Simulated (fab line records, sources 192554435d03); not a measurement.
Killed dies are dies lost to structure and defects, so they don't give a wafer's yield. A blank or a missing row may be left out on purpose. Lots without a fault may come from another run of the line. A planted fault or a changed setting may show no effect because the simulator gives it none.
Chamber matching | flow n5_finfet | N5_DUMMY_GATE_ETCH_36 on rie_diel-05: 4 sister chambers
The step etches SiARC in CF4, target depth 13 nm. 22 wafers are shown with their chamber, then 11 later ones without.

WAFERS WITH THEIR CHAMBER
wafer  | chamber | drypump_motor_current_A (A) | showerhead_plenum_p_Torr (Torr) | throttle_valve_pct (%)
L074.1 | 2       | 5.0                         | 2.03                            | 16.06
L074.3 | 0       | 5.8                         | 2.27                            | 15.46
L074.5 | 0       | 5.8                         | 2.27                            | 15.46
L076.1 | 1       | 5.6                         | 2.29                            | 15.71
L076.4 | 2       | 5.0                         | 2.03                            | 16.06
L076.6 | 0       | 5.8                         | 2.27                            | 15.46
L078.2 | 1       | 5.6                         | 2.29                            | 15.73
L078.4 | 2       | 5.0                         | 2.03                            | 16.07
L078.6 | 2       | 5.0                         | 2.03                            | 16.08
L079.2 | 2       | 5.0                         | 2.03                            | 16.08
L079.3 | 3       | 6.2                         | 2.11                            | 15.23
L079.5 | 2       | 5.0                         | 2.03                            | 16.08
L080.1 | 2       | 5.0                         | 2.03                            | 16.09
L080.3 | 3       | 6.1                         | 2.11                            | 15.23
L080.5 | 2       | 5.0                         | 2.02                            | 16.06
L084.2 | 2       | 5.0                         | 2.02                            | 16.10
L084.5 | 1       | 5.6                         | 2.28                            | 15.75
L084.6 | 2       | 5.0                         | 2.02                            | 16.08
L087.2 | 3       | 6.1                         | 2.10                            | 15.26
L087.3 | 0       | 5.8                         | 2.27                            | 15.50
L087.6 | 3       | 6.1                         | 2.10                            | 15.25
L088.2 | 1       | 5.6                         | 2.28                            | 15.76

SIGNATURES (means of the wafers above)
reading                  | chamber 0 | chamber 1 | chamber 2 | chamber 3 | scatter within a chamber
drypump_motor_current_A  | 5.800     | 5.600     | 5.000     | 6.125     | 0.0204
showerhead_plenum_p_Torr | 2.2700    | 2.2850    | 2.0270    | 2.1050    | 0.00477
throttle_valve_pct       | 15.4700   | 15.7375   | 16.0760   | 15.2425   | 0.0166
Rule: a wafer's distance from a chamber is the root of the sum, over the readings, of the square of ((its reading less the chamber's mean) divided by the reading's scatter). The wafer belongs to the nearest chamber; if the next one is less than 2 further off, it can't be placed. The scatter: the root of (the sum of the squares of (reading less its chamber's mean) over the shown wafers, divided by (wafers less chambers)).

WAFERS WITHOUT THEIR CHAMBER
wafer  | drypump_motor_current_A (A) | showerhead_plenum_p_Torr (Torr) | throttle_valve_pct (%)
L088.3 | 5.8                         | 2.27                            | 15.50
L088.4 | 6.1                         | 2.10                            | 15.25
L092.3 | 5.0                         | 2.28                            | 15.60
L092.5 | 6.1                         | 2.10                            | 15.26
L092.6 | 5.0                         | 2.28                            | 15.60
L094.3 | 5.0                         | 2.27                            | 15.62
L094.5 | 5.6                         | 2.28                            | 15.79
L094.6 | 5.0                         | 2.27                            | 15.62
L096.1 | 5.0                         | 2.27                            | 15.63
L096.2 | 5.6                         | 2.27                            | 15.81
L096.5 | 5.6                         | 2.27                            | 15.79

WHICH CHAMBER EACH WENT THROUGH
wafer  | from the rows above | in truth
L088.3 | 0                   | 0
L088.4 | 3                   | 3
L092.3 | 1                   | 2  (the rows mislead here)
L092.5 | 3                   | 3
L092.6 | 1                   | 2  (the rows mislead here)
L094.3 | 1                   | 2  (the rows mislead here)
L094.5 | 1                   | 1
L094.6 | 1                   | 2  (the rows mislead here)
L096.1 | 1                   | 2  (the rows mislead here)
L096.2 | 1                   | 1
L096.5 | 1                   | 1
Placed correctly: 6 of 11. Can't be placed from these rows: 0. Placed wrongly: 5.
